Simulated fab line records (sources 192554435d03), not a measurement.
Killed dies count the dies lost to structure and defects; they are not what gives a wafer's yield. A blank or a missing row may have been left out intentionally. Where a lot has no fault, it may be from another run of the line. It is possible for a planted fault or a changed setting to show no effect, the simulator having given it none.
Split-lot trial -- flow n5-finfet -- 7 lots, 21 wafers read, on a route of 1938 steps

THE SPLIT ITSELF
At N5_BEOL_M0_TRENCH_ETCH_107 (etches SiOC in C4F6/O2, target depth 32.8 nm, time 16.4 s), the setting target-depth-a was moved away from the recipe's 328 angstrom on 7 of the 21 wafers read, by -12.1% to +11.4%. This setting was run at the recipe's value on the other wafers.

THE PATH FROM SPLIT TO READING: the file shows 1 step between them
- N5_BEOL_M0_STRIP_142: strips in N2/H2, time 10 s

THE READING
trench-depth-nm, in nm, at N5_BEOL_M0_OCD_MEAS_108. On this fab line, fault-free wafers typically give 32.9 nm with a standard deviation of 0.71 nm.

wafer,"tool, chamber at the split","target-depth-a as run, angstrom",against the recipe,"trench-depth-nm, nm",against lot-mates on the recipe
L075.4,"rie-diel-05, 0",328,recipe,33.6,-
L075.5,"rie-diel-05, 3",328,recipe,32.8,-
L075.6,"rie-diel-05, 2",328,recipe,32.1,-
L076.2,"rie-diel-04, 3",310.3,-5.4%,30.8,-1.5
L076.3,"rie-diel-04, 2",328,recipe,32.3,-
L076.5,"rie-diel-04, 2",310.3,-5.4%,30.5,-1.8
L077.2,"rie-diel-05, 1",328,recipe,31.5,-
L077.3,"rie-diel-05, 0",328,recipe,32.9,-
L077.6,"rie-diel-05, 3",328,recipe,33.3,-
L080.2,"rie-diel-04, 0",328,recipe,33.8,-
L080.3,"rie-diel-04, 3",328,recipe,32.7,-
L080.5,"rie-diel-04, 0",288.2,-12.1%,29.7,-3.6
L087.1,"rie-diel-03, 1",328,recipe,32.8,-
L087.3,"rie-diel-03, 2,3",328,recipe,33.8,-
L087.4,"rie-diel-03, 2,3",328,recipe,33.3,-
L092.4,"rie-diel-05, 2",328,recipe,31.7,-
L092.5,"rie-diel-05, 3",295.8,-9.8%,29.3,-2.4
L092.6,"rie-diel-05, 2",295.8,-9.8%,28.5,-3.2
L097.1,"rie-diel-04, 0",328,recipe,33.5,-
L097.4,"rie-diel-04, 0",365.4,+11.4%,37.5,+4.0
L097.6,"rie-diel-04, 1",365.4,+11.4%,36.6,+3.1
Rows listing several chambers each stand for several wafers; the file does not say which wafer went through which chamber.

FIT RESULTS
A straight line over all 21 wafers: trench-depth-nm changes by +0.358 nm for each +1% of target-depth-a; r = +0.94; the points scatter about the line by 0.72 nm.
The same after taking each lot's own level away (the mean of its wafers on the recipe; 21 wafers): +0.3 nm for each +1%; r = +0.96; scatter 0.51 nm.
That fit puts the effect of the largest move of target-depth-a on the reading at 3.6 nm.
The lots' own levels span 31.70 to 33.50 nm, that is 2.5 times the standard deviation above.
In other words, the slope is changed by the lot-to-lot level; the two fits disagree.
Check: with one of the wafers moved furthest among these (-12.1%) left out of the fit, the line predicts -3.63 nm for it against its lot-mates. It came out at -3.55 nm against them.

THE WHOLE CHAIN: every reading that the file lists as answering this split, in the file's order
step,what it does,reading,change (the file's fit),r (the file's)
N5_BEOL_M0_TRENCH_ETCH_107,"etches SiOC in C4F6/O2, target depth 32.8 nm, time 16.4 s","BEOL_M0.feature-depth-nm (the simulator's own value, which no gauge read)",+0.31 nm for each +1% of the setting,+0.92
N5_BEOL_M0_OCD_MEAS_108,,trench-depth-nm,+0.295 nm for each +1% of the setting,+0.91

FILE'S OWN FIT
trench-depth-nm changes by +0.295 nm for each +1% of target-depth-a, r = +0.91.
